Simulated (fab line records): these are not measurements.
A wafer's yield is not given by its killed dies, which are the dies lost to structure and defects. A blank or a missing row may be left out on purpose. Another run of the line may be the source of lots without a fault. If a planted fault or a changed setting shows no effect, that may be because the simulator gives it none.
Chamber matching ; flow n5 finfet ; N5_BEOL_M7_STRIP_19 on rie diel-05 has 4 sister chambers
The step strips in O2. 4 wafers are shown with their chamber, then 11 later ones without.

WAFERS WITH THEIR CHAMBER
wafer;chamber;drypump motor current A (A)
L088.2;0;5.8
L088.4;2;6.2
L088.5;1;5.3
L089.2;3;6.4

WAFERS WHOSE CHAMBER IS MISSING
wafer;drypump motor current A (A)
L089.4;6.4
L089.5;6.2
L090.1;5.8
L090.4;6.2
L090.5;5.3
L093.1;6.2
L093.3;5.8
L093.5;5.8
L092.1;5.8
L092.2;5.4
L092.5;6.2

THE CHAMBER EACH PASSED THROUGH
wafer;from the rows above;in truth
L089.4;3;3
L089.5;2;2
L090.1;0;0
L090.4;2;2
L090.5;1;1
L093.1;2;2
L093.3;0;0
L093.5;0;0
L092.1;0;0
L092.2;1;1
L092.5;2;2
Correct placement for 11 of the 11. From these rows, 0 cannot be placed. 0 placed wrongly.
How it was worked out, from the rows above alone: a wafer's distance from a chamber is the root of the sum, over the readings, of the square of ((its reading less the chamber's mean) divided by the reading's scatter). The wafer belongs to the nearest chamber; if the next one is less than 2 further off, it can't be placed. The mean given for a chamber averages the wafers shown for that chamber. The scatter: with one shown wafer a chamber, the root of the mean of the squares of how far each hidden wafer lies from its nearest shown one.
